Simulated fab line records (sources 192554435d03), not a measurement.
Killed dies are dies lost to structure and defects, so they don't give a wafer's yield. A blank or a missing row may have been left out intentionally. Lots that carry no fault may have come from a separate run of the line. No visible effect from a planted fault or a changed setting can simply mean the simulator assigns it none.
Chamber matching || flow n5_finfet || 3 sister chambers for N5_BEOL_M2_CO_CAP_55 on cvd_co-02
The step material Co, precursor CCTBA/H2, target thk 2 nm, time 102.1 s. 6 wafers are shown with their chamber, then 12 later ones without.

== EACH WAFER AND ITS CHAMBER ==
{"wafer": "L090.4", "chamber": 0, "heater_power_w (W)": 187}
{"wafer": "L090.5", "chamber": 1, "heater_power_w (W)": 265}
{"wafer": "L090.6", "chamber": 2, "heater_power_w (W)": 229}
{"wafer": "L092.1", "chamber": 2, "heater_power_w (W)": 229}
{"wafer": "L092.2", "chamber": 1, "heater_power_w (W)": 264}
{"wafer": "L092.3", "chamber": 0, "heater_power_w (W)": 181}

== WAFERS WHOSE CHAMBER IS MISSING ==
{"wafer": "L092.4", "heater_power_w (W)": 266}
{"wafer": "L092.5", "heater_power_w (W)": 234}
{"wafer": "L092.6", "heater_power_w (W)": 178}
{"wafer": "L094.1", "heater_power_w (W)": 278}
{"wafer": "L094.2", "heater_power_w (W)": 229}
{"wafer": "L094.3", "heater_power_w (W)": 180}
{"wafer": "L096.1", "heater_power_w (W)": 227}
{"wafer": "L096.2", "heater_power_w (W)": 270}
{"wafer": "L096.3", "heater_power_w (W)": 185}
{"wafer": "L096.4", "heater_power_w (W)": 276}
{"wafer": "L096.5", "heater_power_w (W)": 186}
{"wafer": "L096.6", "heater_power_w (W)": 232}

== EACH ONE'S CHAMBER ==
{"wafer": "L092.4", "from the rows above": 1, "in truth": 1}
{"wafer": "L092.5", "from the rows above": 2, "in truth": 2}
{"wafer": "L092.6", "from the rows above": 0, "in truth": 0}
{"wafer": "L094.1", "from the rows above": 1, "in truth": 1}
{"wafer": "L094.2", "from the rows above": 2, "in truth": 2}
{"wafer": "L094.3", "from the rows above": 0, "in truth": 0}
{"wafer": "L096.1", "from the rows above": 2, "in truth": 2}
{"wafer": "L096.2", "from the rows above": 1, "in truth": 1}
{"wafer": "L096.3", "from the rows above": 0, "in truth": 0}
{"wafer": "L096.4", "from the rows above": 1, "in truth": 1}
{"wafer": "L096.5", "from the rows above": 0, "in truth": 0}
{"wafer": "L096.6", "from the rows above": 2, "in truth": 2}
12 of 12 placed correctly. Can't be placed from these rows: 0. Number placed wrongly: 0.
How it was worked out, from the rows above alone: a wafer's distance from a chamber is the root of the sum, over the readings, of the square of ((its reading less the chamber's mean) divided by the reading's scatter). If the next closest chamber is less than 2 further off than the closest, the wafer can't be placed; otherwise it belongs to the closest. The mean given for a chamber averages the wafers shown for that chamber. The scatter is the square root of a quotient: the sum, over the shown wafers, of each reading's squared deviation from its chamber's mean, divided by wafers minus chambers.
